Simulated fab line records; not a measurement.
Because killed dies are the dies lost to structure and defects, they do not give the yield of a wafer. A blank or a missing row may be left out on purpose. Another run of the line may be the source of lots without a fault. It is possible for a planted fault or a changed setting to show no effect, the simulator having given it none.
Chamber matching    flow nandHarc    NHARC_P_M0_DESCUM_14 on rieDiel-04 has 4 sister chambers
The step chemistry O2, time 3 s. 4 wafers are shown with their chamber, then 9 later ones without.

== EACH WAFER AND ITS CHAMBER ==
wafer   chamber  showerheadPlenumPTorr (Torr)
L786.4  1        1.77
L786.5  3        1.89
L791.1  2        1.91
L791.5  0        1.85

== WAFERS WITHOUT THEIR CHAMBER ==
wafer   showerheadPlenumPTorr (Torr)
L797.1  1.85
L797.3  1.76
L797.6  1.85
L799.1  1.76
L799.2  1.88
L799.6  1.88
L800.1  1.84
L800.2  1.90
L800.3  1.76

== WHICH CHAMBER EACH ONE RAN IN ==
wafer   from the rows above      in truth
L797.1  0                        0
L797.3  1                        1
L797.6  0                        0
L799.1  1                        1
L799.2  3                        3
L799.6  3                        3
L800.1  0                        0
L800.2  can't be placed: 2 or 3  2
L800.3  1                        1
Placed correctly: 8 of 9. These rows do not allow placing 1 (true chamber among the candidates in 1). Number placed wrongly: 0.
How it was worked out, from the rows above alone: a wafer's distance from a chamber is the root of the sum, over the readings, of the square of ((its reading less the chamber's mean) divided by the reading's scatter). If the next closest chamber is less than 2 further off than the closest, the wafer can't be placed; otherwise it belongs to the closest. A chamber's mean is the mean of its shown wafers. The scatter: with one shown wafer a chamber, the root of the mean of the squares of how far each hidden wafer lies from its nearest shown one.
